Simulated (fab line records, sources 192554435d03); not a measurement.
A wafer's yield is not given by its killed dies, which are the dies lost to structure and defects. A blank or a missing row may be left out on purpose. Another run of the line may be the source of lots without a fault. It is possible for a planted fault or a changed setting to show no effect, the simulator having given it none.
fab line records | flow n5_finfet
record: lots: 15 wafers: 45 last_day: 18
route steps=1938 shown HKMG_FIN@402
lots that met no fault: taken from a fault-free run of the same line
start_h: hours from the record's opening day to when the first of the lot's shown wafers began | wait_h: hours elapsed since this lot's preceding step | " as in the row above | L1.1+2: one row covering several wafers at once | - no value, or no start was given | * or withheld: withheld | < > ~ a bound
route shown NAME@n: a module of which the file shows steps, and the number in the route of the first | usual: average and standard deviation across the fault-free wafers | same: alike in all rows | chamber/n: place in a boat | sites: each site's reading | _std_site: the values' standard deviation | _edge_site: the outer-site mean with the inner-site mean subtracted | radius_mm: how far each site lies from the wafer's centre | mask NAME#n: copy n | behind: the tool/chamber that last shaped the wafer | hold: cause of the lot's hold/its duration in hours/its outcome | device: which transistor (n, p or np) failed to switch | end of line: tests of these same wafers at the route's end | a step given without rows: its recipe and nothing more | killed: dies that structure and defects cost at the first sort, which is not the same as the wafer's yield | map: dies across one wafer; x = killed, . = not, _ = none there
set.NAME: the setting the step ran with; set.NAME@STEP: the setting that earlier step ran with | model.NAME: the simulator's own value behind a step, which no gauge read
one table for each step of the route and one row for each wafer, over a sample of lots
services: from which hour (start_h, from the record's first day; less than 0 if before it) a tool's chamber was out of use, for how many hours, and why
== steps ==
step: N5_HKMG_FIN_ETCH_54
recipe: chemistry: CF4 target: SiARC target_depth_a: 455 mask_material: CAR-ArF time_s: 75.8 ion_energy_ev: 80 pressure_mtorr: 40 source_w: 545 bias_w: 36 Ar_flow_sccm: 100 cf4_flow_sccm: 100 ends: cleared
usual: drypump_motor_current_A: 5.8/0.4 etch_rf_on_time_s: 77.3/2.7 oes_product_au: 0.65/0.092 rf_vpp_V: 184.0/1.2 showerhead_plenum_p_Torr: 2.15/0.082 throttle_valve_pct: 15.55/0.22
columns lot.wafer tool chamber start_h wait_h drypump_motor_current_A etch_rf_on_time_s oes_product_au rf_hours_counter_h rf_vpp_V showerhead_plenum_p_Torr throttle_valve_pct
L867.3 rie_diel-04 0 75.93 0.0 5.6 76.2 0.81 6 185.5 2.29 15.53
L867.5 " 2 " " 5.3 78.0 0.61 - 183.2 2.13 15.79
L867.6 " 1 " " 5.5 75.6 0.62 - 184.8 2.21 15.40
L869.1 rie_diel-04 0 88.59 0.0 5.6 76.0 0.80 11 185.0 2.29 15.52
L869.4 " 3 " " 6.1 80.5 0.56 - 183.4 2.12 15.58
L869.6 " 0 " " 5.6 76.1 0.81 - 185.6 2.29 15.52
L870.2 rie_diel-02 3 96.13 0.0 6.5 80.9 0.60 177 185.8 2.13 15.31
L870.3 " 2 " " 5.6 75.4 0.61 206 183.4 2.13 15.81
L870.4 " 1 " " 5.9 80.6 0.57 239 185.1 2.18 15.57
L871.3 rie_diel-04 1 99.69 0.0 5.4 76.5 0.60 197 185.9 2.21 15.40
L871.4 " 3 " " 6.0 81.0 0.55 243 187.6 2.12 15.57
L871.6 " 0 " " 5.6 75.7 0.79 - 186.1 2.29 15.54
L872.1 rie_diel-02 3 103.40 0.0 6.6 81.0 0.59 180 183.3 2.12 15.32
L872.4 " 0 " " 6.2 75.7 0.60 183 180.1 2.05 15.46
L872.6 " 2 " " 5.6 74.4 0.61 - 184.4 2.13 15.82
L873.1 rie_diel-04 3 106.97 0.0 6.0 80.9 0.56 246 183.7 2.12 15.60
L873.2 " 2 " " 5.3 78.2 0.59 208 183.8 2.12 15.82
L873.3 " 0 " " 5.6 75.3 0.78 19 185.3 2.29 15.54
L875.2 rie_diel-02 1 123.23 0.0 5.9 80.8 0.56 248 183.8 2.18 15.60
L875.3 " 3 " " 6.6 81.2 0.59 189 185.1 2.12 15.32
L875.6 " 2 " " 5.6 76.4 0.60 - 183.9 2.12 15.82
L877.1 rie_diel-04 2 132.69 0.0 5.3 78.5 0.59 219 182.6 2.12 15.86
L877.2 " 1 " " 5.4 76.2 0.60 205 184.9 2.21 15.44
L877.5 " 2 " " 5.3 78.6 0.58 - 183.4 2.12 15.86
L879.2 rie_diel-04 2 150.69 0.0 5.3 77.0 0.59 227 183.8 2.12 15.88
L879.4 " 2 " " 5.3 77.3 0.59 - 183.2 2.12 15.88
L879.6 " 0 " " 5.6 74.9 0.75 - 183.7 2.28 15.59
L880.1 rie_diel-05 3 154.72 0.0 5.5 71.5 0.82 13 184.4 2.12 15.71
L880.2 " 2 " " 5.4 79.2 0.62 164 181.1 1.97 15.52
L880.3 " 1 " " 6.1 77.8 0.65 148 185.3 2.23 15.72
L881.1 rie_diel-02 1 157.80 0.0 5.9 81.2 0.81 1 185.0 2.18 15.07
L881.2 " 3 " " 6.5 82.0 0.58 204 182.3 2.12 15.37
L881.3 " 2 " " 5.6 76.8 0.59 232 183.1 2.12 15.87
L887.1 rie_diel-05 0 193.42 0.0 5.1 72.5 0.81 12 183.7 2.20 15.14
L887.2 " 1 " " 6.2 79.6 0.63 161 185.5 2.23 15.75
L887.3 " 3 " " 5.5 73.3 0.79 27 184.1 2.11 15.74
L888.3 rie_diel-02 0 204.38 0.0 6.1 75.6 0.59 223 182.4 2.04 15.54
L888.5 " 3 " " 6.5 80.5 0.57 - 183.5 2.11 15.38
L888.6 " 2 " " 5.6 75.6 0.58 - 183.4 2.11 15.90
L889.2 rie_diel-02 0 209.66 0.0 6.1 75.4 0.58 224 183.0 2.04 15.54
L889.3 " 1 " " 5.9 80.1 0.75 21 184.0 2.17 15.12
L889.5 " 1 " " 5.9 79.8 0.76 - 184.2 2.17 15.12
L890.2 rie_diel-02 3 210.51 0.0 6.5 81.1 0.56 219 184.1 2.11 15.40
L890.4 " 0 " " 6.1 75.6 0.59 - 182.9 2.04 15.55
L890.5 " 1 " " 5.9 79.2 0.76 - 183.2 2.17 15.11
step: N5_HKMG_FIN_CVD_62
recipe: material: a-Si target_thk_a: 30 temp_c: 500 precursor: Si2H6 pressure_torr: 1 time_s: 20.8
usual: heater_power_w: 1393/120
columns lot.wafer tool chamber start_h wait_h heater_power_w since_wet_clean_h
L867.3 thermal_cvd_si-01 0 77.62 0.2 1431 861
L867.5 " 2 " " 1515 -
L867.6 " 0 " " 1426 -
L869.1 thermal_cvd_si-01 0 90.28 0.2 1453 874
L869.4 " 1 " " 1574 -
L869.6 " 0 " " 1419 -
L870.2 thermal_cvd_si-02 0 97.82 0.2 1242 152
L870.3 " 1 " " 1267 152
L870.4 " 2 " " 1367 -
L871.3 thermal_cvd_si-01 2 101.39 0.2 1510 885
L871.4 " 0 " " 1422 -
L871.6 " 1 " " 1541 -
L872.1 thermal_cvd_si-02 1 105.09 0.2 1230 160
L872.4 " 0 " " 1220 -
L872.6 " 2 " " 1335 -
L873.1 thermal_cvd_si-01 2 108.67 0.2 1491 892
L873.2 " 0 " " 1434 892
L873.3 " 1 " " 1544 892
L875.2 thermal_cvd_si-01 2 124.93 0.2 1550 908
L875.3 " 1 " " 1555 908
L875.6 " 2 " " 1533 -
L877.1 thermal_cvd_si-01 2 134.38 0.2 1508 918
L877.2 " 1 " " 1547 918
L877.5 " 0 " " 1421 -
L879.2 thermal_cvd_si-01 0 152.39 0.2 1481 936
L879.4 " 1 " " 1598 -
L879.6 " 0 " " 1463 -
L880.1 thermal_cvd_si-02 0 156.41 0.2 1215 211
L880.2 " 1 " " 1286 211
L880.3 " 2 " " 1387 211
L881.1 thermal_cvd_si-01 0 159.51 0.2 1452 943
L881.2 " 1 " " 1571 943
L881.3 " 2 " " 1492 943
L887.1 thermal_cvd_si-01 1 195.15 0.2 1561 979
L887.2 " 0 " " 1473 979
L887.3 " 2 " " 1480 979
L888.3 thermal_cvd_si-02 1 206.07 0.2 1241 261
L888.5 " 0 " " 1266 -
L888.6 " 1 " " 1249 -
L889.2 thermal_cvd_si-01 1 211.35 0.2 1591 995
L889.3 " 2 " " 1506 995
L889.5 " 0 " " 1434 -
L890.2 thermal_cvd_si-02 2 212.21 0.2 1353 267
L890.4 " 2 " " 1356 -
L890.5 " 0 " " 1249 -
step: N5_HKMG_FIN_PWFM_ALD_03
recipe: material: TiN target_thk_a: 20 temp_c: 400 ald_precursor_family: TiCl4 ald_co_reactant: NH3 pulse_time_s: 1 purge_time_s: 3 co_reactant_purge_time_s: 2 co_reactant_pulse_time_s: 2 ald_cycles: 91 pressure_torr: 3
usual: heater_power_w: 873/74 precursor_pulse_height_rel: 0.997/0.02
columns lot.wafer tool chamber start_h wait_h heater_power_w precursor_pulse_height_rel since_wet_clean_h
L867.3 ald_metal-01 0 78.33 0.0 955 0.959 5895
L867.5 " 0 " " 948 1.003 -
L867.6 " 1 " " 899 1.006 -
L869.1 ald_metal-01 1 91.10 0.0 887 1.010 5908
L869.4 " 2 " " 1005 0.966 5908
L869.6 " 1 " " 876 1.002 -
L870.2 ald_metal-04 3 98.54 0.0 817 0.991 4377
L870.3 " 1 " " 775 0.983 4377
L870.4 " 0 " " 816 0.959 4377
L871.3 ald_metal-01 2 102.21 0.0 993 0.941 5919
L871.4 " 2 " " 1026 1.029 -
L871.6 " 3 " " 921 0.996 -
L872.1 ald_metal-01 1 105.82 0.0 863 1.017 5923
L872.4 " 0 " " 962 0.958 5923
L872.6 " 3 " " 951 0.969 -
L873.1 ald_metal-02 1 109.64 0.0 775 0.992 1311
L873.2 " 2 " " 969 1.007 1311
L873.3 " 3 " " 891 0.992 1311
L875.2 ald_metal-04 3 125.65 0.0 809 0.975 4404
L875.3 " 2 " " 825 1.016 4404
L875.6 " 1 " " 793 1.005 -
L877.1 ald_metal-02 1 135.10 0.0 785 0.989 1336
L877.2 " 3 " " 876 0.994 1336
L877.5 " 3 " " 873 1.014 -
L879.2 ald_metal-02 3 153.12 0.0 875 1.010 1354
L879.4 " 3 " " 901 0.995 -
L879.6 " 1 " " 780 0.988 -
L880.1 ald_metal-02 2 157.14 0.0 972 1.009 1358
L880.2 " 1 " " 766 0.990 1358
L880.3 " 3 " " 889 0.974 1358
L881.1 ald_metal-04 1 160.50 0.3 789 0.989 4439
L881.2 " 2 " " 831 0.989 4439
L881.3 " 3 " " 803 1.026 4439
L887.1 ald_metal-01 0 196.05 0.0 949 1.003 6013
L887.2 " 1 " " 873 1.008 6013
L887.3 " 2 " " 1011 1.016 6013
L888.3 ald_metal-02 1 206.92 0.0 773 1.001 1408
L888.5 " 2 " " 967 0.979 -
L888.6 " 3 " " 883 1.041 -
L889.2 ald_metal-04 2 212.07 0.0 858 0.990 4490
L889.3 " 1 " " 796 0.993 4490
L889.5 " 1 " " 788 0.978 -
L890.2 ald_metal-02 3 212.94 0.0 886 1.007 1414
L890.4 " 2 " " 944 0.998 1414
L890.5 " 0 " " 846 0.991 -
step: N5_HKMG_FIN_EXPOSE_09
recipe: mask_id: NWFM na: 1.35 source_shape: conventional sigma_outer: 0.8 polarization: unpolarized dose_mj: 39.25
usual: exposure_dose_mJ_cm2: 39.21/0.034 focus_offset_nm: 0.0/0.47
columns lot.wafer tool chamber start_h wait_h mask exposure_dose_mJ_cm2 focus_offset_nm
L867.3 arfi_scanner-01 0 79.06 - NWFM#0 39.23 -0.1
L867.5 " 0 " " NWFM#0 39.20 0.3
L867.6 " 0 " " NWFM#0 39.16 0.1
L869.1 arfi_scanner-03 0 91.81 - NWFM#0 39.21 -0.5
L869.4 " 0 " " NWFM#0 39.22 0.0
L869.6 " 0 " " NWFM#0 39.18 0.0
L870.2 arfi_scanner-01 0 99.26 - NWFM#0 39.22 -0.9
L870.3 " 0 " " NWFM#0 39.25 0.5
L870.4 " 0 " " NWFM#0 39.21 0.0
L871.3 arfi_scanner-01 0 102.81 - NWFM#0 39.25 0.0
L871.4 " 0 " " NWFM#0 39.19 -0.7
L871.6 " 0 " " NWFM#0 39.20 0.4
L872.1 arfi_scanner-01 0 106.40 - NWFM#0 39.28 0.0
L872.4 " 0 " " NWFM#0 39.26 -0.3
L872.6 " 0 " " NWFM#0 39.19 0.1
L873.1 arfi_scanner-02 0 110.35 - NWFM#0 39.19 0.1
L873.2 " 0 " " NWFM#0 39.25 0.7
L873.3 " 0 " " NWFM#0 39.26 0.3
L875.2 arfi_scanner-02 0 126.24 - NWFM#0 39.21 -0.3
L875.3 " 0 " " NWFM#0 39.12 -0.1
L875.6 " 0 " " NWFM#0 39.17 0.3
L877.1 arfi_scanner-01 0 135.81 - NWFM#0 39.20 0.4
L877.2 " 0 " " NWFM#0 39.23 -0.5
L877.5 " 0 " " NWFM#0 39.14 0.7
L879.2 arfi_scanner-01 - 153.84 - NWFM#0 - -
L879.4 " - " " NWFM#0 - -
L879.6 " - " " NWFM#0 - -
L880.1 arfi_scanner-01 - 157.73 - NWFM#0 - -
L880.2 " - " " NWFM#0 - -
L880.3 " - " " NWFM#0 - -
L881.1 arfi_scanner-03 - 161.22 - NWFM#0 - -
L881.2 " - " " NWFM#0 - -
L881.3 " - " " NWFM#0 - -
L887.1 arfi_scanner-01 0 196.76 - NWFM#0 39.27 -0.5
L887.2 " 0 " " NWFM#0 39.26 -0.7
L887.3 " 0 " " NWFM#0 39.20 0.3
L888.3 arfi_scanner-03 0 207.64 - NWFM#0 39.17 0.4
L888.5 " 0 " " NWFM#0 39.20 0.4
L888.6 " 0 " " NWFM#0 39.20 0.5
L889.2 arfi_scanner-02 0 212.79 - NWFM#0 39.19 0.0
L889.3 " 0 " " NWFM#0 39.21 0.7
L889.5 " 0 " " NWFM#0 39.24 0.2
L890.2 arfi_scanner-02 0 213.54 - NWFM#0 39.18 0.6
L890.4 " 0 " " NWFM#0 39.22 -0.2
L890.5 " 0 " " NWFM#0 39.20 0.7
== services ==
columns tool chamber start_h hours kind
rie_diel-02 - 63.88 0.1 repair
ald_metal-01 3 66.14 23.5 repair
arfi_scanner-02 - 73.40 1.3 pm
arfi_scanner-02 - 81.38 0.8 pm
rie_diel-04 1 84.16 5.7 repair
arfi_scanner-01 - 84.88 0.8 pm
ald_metal-02 - 90.28 6.0 pm
arfi_scanner-01 - 92.57 0.8 repair
arfi_scanner-02 - 93.67 2.2 repair
arfi_scanner-02 - 96.36 1.0 pm
ald_metal-01 0 97.94 5.1 repair
ald_metal-02 - 118.81 1.0 repair
thermal_cvd_si-01 - 121.08 0.6 repair
arfi_scanner-01 - 125.65 1.3 pm
ald_metal-01 - 131.39 28.1 pm
thermal_cvd_si-01 0 135.53 7.6 repair
rie_diel-04 3 143.18 13.8 repair
ald_metal-02 0 147.49 20.1 repair
arfi_scanner-01 - 160.12 6.7 repair
rie_diel-02 3 173.21 5.4 repair
rie_diel-04 1 175.48 62.1 repair
arfi_scanner-01 - 190.00 1.0 pm
thermal_cvd_si-02 - 191.99 1.1 repair
ald_metal-01 - 203.65 0.5 repair
== key ==
first_sign: step: N5_HKMG_FIN_EXPOSE_09 reading: tool_record direction: missing
effect none on later readings
met_at N5_HKMG_FIN_EXPOSE_09
struck_lots L879,L880,L881
later_rows_left_out L879.2,L879.4,L879.6,L880.1,L880.2,L880.3,L881.1,L881.2,L881.3
sort_left_out L879.2,L879.4,L879.6,L880.1,L880.2,L880.3,L881.1,L881.2,L881.3
tester_left_out L879,L880,L881
not_acting_at N5_HKMG_FIN_ETCH_54,N5_HKMG_FIN_CVD_62,N5_HKMG_FIN_PWFM_ALD_03
onset_between 135.81 153.84
fault: kind: skipped_step_whole tool: arfi_scanner-01,arfi_scanner-03 chamber: - onset_h: 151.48 steps: N5_HKMG_FIN_EXPOSE_09 scope: struck_lots_only
tester_left_out: of these lots the tester's yield and bins aren't shown, on N5 and GAA mostly nor the transistor test; their killed dies are dies lost to structure and defects alone, not to doping, threshold or leakage, so they don't give the yield
sort_left_out: the simulated sort isn't trusted on such a fault, so these wafers' sort isn't shown, and their yield isn't known
later_rows_left_out: the simulator's readings of these wafers behind a module that went badly wrong aren't trusted and aren't shown, but for the sort
